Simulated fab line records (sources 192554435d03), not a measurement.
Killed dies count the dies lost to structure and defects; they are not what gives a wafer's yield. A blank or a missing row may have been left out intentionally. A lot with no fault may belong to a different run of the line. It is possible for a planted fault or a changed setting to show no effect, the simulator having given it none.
Chamber matching | flow n5-finfet | N5_BEOL_M8_STRIP_19 on rie-diel-05 has 4 sister chambers
The step strips in O2. 16 wafers are shown with their chamber, then 8 later ones without.

== WAFERS WITH THEIR CHAMBER ==
wafer  | chamber | drypump-motor-current-A (A) | throttle-valve-pct (%) | showerhead-plenum-p-Torr (Torr)
L076.2 | 0       | 6.0                         | 16.53                  | 2.01
L076.3 | 2       | 6.6                         | 16.89                  | 2.09
L076.4 | 3       | 4.9                         | 16.23                  | 2.05
L078.1 | 1       | 6.4                         | 16.52                  | 2.05
L078.4 | 3       | 4.9                         | 16.24                  | 2.05
L078.6 | 2       | 6.6                         | 16.93                  | 2.09
L080.3 | 3       | 4.9                         | 16.24                  | 2.05
L080.4 | 1       | 6.3                         | 16.54                  | 2.05
L080.5 | 2       | 6.6                         | 16.93                  | 2.09
L093.3 | 1       | 6.3                         | 16.57                  | 2.04
L093.4 | 3       | 4.9                         | 16.30                  | 2.04
L093.6 | 0       | 6.0                         | 16.57                  | 1.99
L092.1 | 3       | 4.9                         | 16.30                  | 2.04
L092.2 | 0       | 6.0                         | 16.57                  | 1.99
L092.3 | 1       | 6.4                         | 16.59                  | 2.04
L094.1 | 0       | 6.0                         | 16.58                  | 1.99

SIGNATURES (means of the wafers above)
reading                  | chamber 0 | chamber 1 | chamber 2 | chamber 3 | scatter within a chamber
drypump-motor-current-A  | 6.000     | 6.350     | 6.600     | 4.900     | 0.0289
throttle-valve-pct       | 16.5625   | 16.5550   | 16.9167   | 16.2620   | 0.0293
showerhead-plenum-p-Torr | 1.9950    | 2.0450    | 2.0900    | 2.0460    | 0.00658
Rule: for a wafer and a chamber, the distance is found by dividing, reading by reading, the gap between the wafer's reading and the chamber's mean by the reading's scatter, squaring, summing and taking the root. The wafer belongs to the nearest chamber; if the next one is less than 2 further off, it can't be placed. The scatter is the square root of a quotient: the sum, over the shown wafers, of each reading's squared deviation from its chamber's mean, divided by wafers minus chambers.

== WAFERS WITHOUT THEIR CHAMBER ==
wafer  | drypump-motor-current-A (A) | throttle-valve-pct (%) | showerhead-plenum-p-Torr (Torr)
L094.5 | 6.4                         | 16.60                  | 2.04
L094.6 | 4.9                         | 16.30                  | 2.04
L095.2 | 6.0                         | 16.61                  | 1.99
L095.3 | 6.4                         | 16.62                  | 2.03
L095.4 | 6.4                         | 16.59                  | 2.03
L096.2 | 4.9                         | 16.30                  | 2.03
L096.4 | 6.0                         | 16.61                  | 1.99
L096.6 | 4.9                         | 16.33                  | 2.03

== CHAMBER TAKEN BY EACH ==
wafer  | from the rows above | in truth
L094.5 | 1                   | 1
L094.6 | 3                   | 3
L095.2 | 0                   | 0
L095.3 | 1                   | 1
L095.4 | 1                   | 1
L096.2 | 3                   | 3
L096.4 | 0                   | 0
L096.6 | 3                   | 3
8 of 8 placed correctly. Left unplaced by these rows: 0. Number placed wrongly: 0.
